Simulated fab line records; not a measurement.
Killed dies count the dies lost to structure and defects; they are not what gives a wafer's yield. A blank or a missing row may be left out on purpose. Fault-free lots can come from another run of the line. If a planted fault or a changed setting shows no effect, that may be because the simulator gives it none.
Chamber matching || flow n5Finfet || N5_FIN_SAQP_MANDREL_ETCH_58 on rieSi-05 has 4 sister chambers
The step etches a-Si in HBr/Cl2, stops on SiNx, target depth 45 nm, bt time 10 s, time 27 s. 4 wafers are shown with their chamber, then 11 later ones without.

## WAFERS, EACH WITH ITS CHAMBER
{"wafer": "L084.6", "chamber": 3, "throttleValvePct (%)": 35.60}
{"wafer": "L086.2", "chamber": 0, "throttleValvePct (%)": 36.16}
{"wafer": "L086.6", "chamber": 2, "throttleValvePct (%)": 35.46}
{"wafer": "L089.2", "chamber": 1, "throttleValvePct (%)": 35.53}

## WAFERS WITH NO CHAMBER GIVEN
{"wafer": "L089.5", "throttleValvePct (%)": 36.14}
{"wafer": "L089.6", "throttleValvePct (%)": 35.51}
{"wafer": "L093.1", "throttleValvePct (%)": 35.63}
{"wafer": "L093.3", "throttleValvePct (%)": 36.16}
{"wafer": "L093.6", "throttleValvePct (%)": 35.46}
{"wafer": "L095.4", "throttleValvePct (%)": 35.61}
{"wafer": "L095.5", "throttleValvePct (%)": 35.62}
{"wafer": "L095.6", "throttleValvePct (%)": 36.14}
{"wafer": "L097.4", "throttleValvePct (%)": 36.14}
{"wafer": "L097.5", "throttleValvePct (%)": 36.14}
{"wafer": "L097.6", "throttleValvePct (%)": 35.60}

## THE CHAMBER EACH PASSED THROUGH
{"wafer": "L089.5", "from the rows above": 0, "in truth": 0}
{"wafer": "L089.6", "from the rows above": "can't be placed: 1 or 2", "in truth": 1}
{"wafer": "L093.1", "from the rows above": 3, "in truth": 3}
{"wafer": "L093.3", "from the rows above": 0, "in truth": 0}
{"wafer": "L093.6", "from the rows above": 2, "in truth": 2}
{"wafer": "L095.4", "from the rows above": 3, "in truth": 3}
{"wafer": "L095.5", "from the rows above": 3, "in truth": 3}
{"wafer": "L095.6", "from the rows above": 0, "in truth": 0}
{"wafer": "L097.4", "from the rows above": 0, "in truth": 0}
{"wafer": "L097.5", "from the rows above": 0, "in truth": 0}
{"wafer": "L097.6", "from the rows above": 3, "in truth": 3}
Correctly placed: 10 of 11. Can't be placed from these rows: 1 (the true chamber is among the candidates in 1). Wrongly placed: 0.
How it was worked out, from the rows above alone: a wafer's distance from a chamber is the root of the sum, over the readings, of the square of ((its reading less the chamber's mean) divided by the reading's scatter). If the next closest chamber is less than 2 further off than the closest, the wafer can't be placed; otherwise it belongs to the closest. The mean given for a chamber averages the wafers shown for that chamber. The scatter: root of mean squared gap, hidden wafer to nearest shown wafer, with one shown wafer a chamber.
